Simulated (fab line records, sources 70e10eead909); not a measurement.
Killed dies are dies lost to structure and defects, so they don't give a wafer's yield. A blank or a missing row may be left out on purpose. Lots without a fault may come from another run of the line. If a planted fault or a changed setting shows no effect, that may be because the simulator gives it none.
Matching of chambers    flow nand_harc    NHARC_A_CHANNEL_FILL_D1_ALD_16 on ald_hk-01 has 4 sister chambers
The step deposits SiO2, target thk 1.5 nm, pulse time 10 s, ald cycles 15. 18 wafers are shown with their chamber, then 9 later ones without.

WAFERS PAIRED WITH THEIR CHAMBERS
wafer   chamber  heater_power_w (W)  precursor_pulse_height_rel
L074.1  3        515                 1.006
L074.3  0        465                 1.001
L074.6  3        517                 0.960
L077.1  2        464                 0.983
L077.4  3        506                 1.019
L077.5  3        521                 1.002
L081.1  0        453                 1.041
L081.2  1        515                 0.961
L081.5  0        462                 1.009
L083.2  2        463                 1.037
L083.3  1        506                 1.003
L083.6  0        468                 0.986
L084.1  2        464                 0.994
L084.4  3        488                 1.014
L084.5  0        461                 0.987
L085.2  3        483                 0.976
L085.5  3        489                 0.993
L085.6  0        449                 1.002

SIGNATURES (averages over the wafers above)
reading                     chamber 0  chamber 1  chamber 2  chamber 3  scatter within a chamber
heater_power_w              459.67     510.50     463.67     502.71     11.3
precursor_pulse_height_rel  1.00433    0.98200    1.00467    0.99571    0.0227
Rule: distance of a wafer from a chamber = root of the sum over the readings of ((wafer's reading minus chamber's mean) / reading's scatter) squared. If the next closest chamber is less than 2 further off than the closest, the wafer can't be placed; otherwise it belongs to the closest. How the scatter is found: for the shown wafers, subtract from each reading the mean of its chamber, square and add these, divide the total by (wafers less chambers), then take the root.

WAFERS WITHOUT THEIR CHAMBER
wafer   heater_power_w (W)  precursor_pulse_height_rel
L088.3  450                 1.019
L088.4  492                 1.028
L088.6  488                 1.001
L092.2  471                 0.952
L092.4  450                 1.009
L092.6  500                 1.015
L094.2  489                 0.999
L094.5  489                 1.000
L094.6  466                 1.012

EACH ONE'S CHAMBER
wafer   from the rows above                in truth
L088.3  can't be placed: 0 or 2            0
L088.4  can't be placed: 3 or 1 or 2 or 0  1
L088.6  can't be placed: 3 or 2 or 1 or 0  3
L092.2  can't be placed: 2 or 0 or 3 or 1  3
L092.4  can't be placed: 0 or 2            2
L092.6  can't be placed: 3 or 1            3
L094.2  can't be placed: 3 or 1 or 2 or 0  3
L094.5  can't be placed: 3 or 1 or 2 or 0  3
L094.6  can't be placed: 2 or 0            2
0 of 9 placed correctly. Unplaceable from these rows: 9, with the true chamber sitting among the candidates in 9. Number placed wrongly: 0.
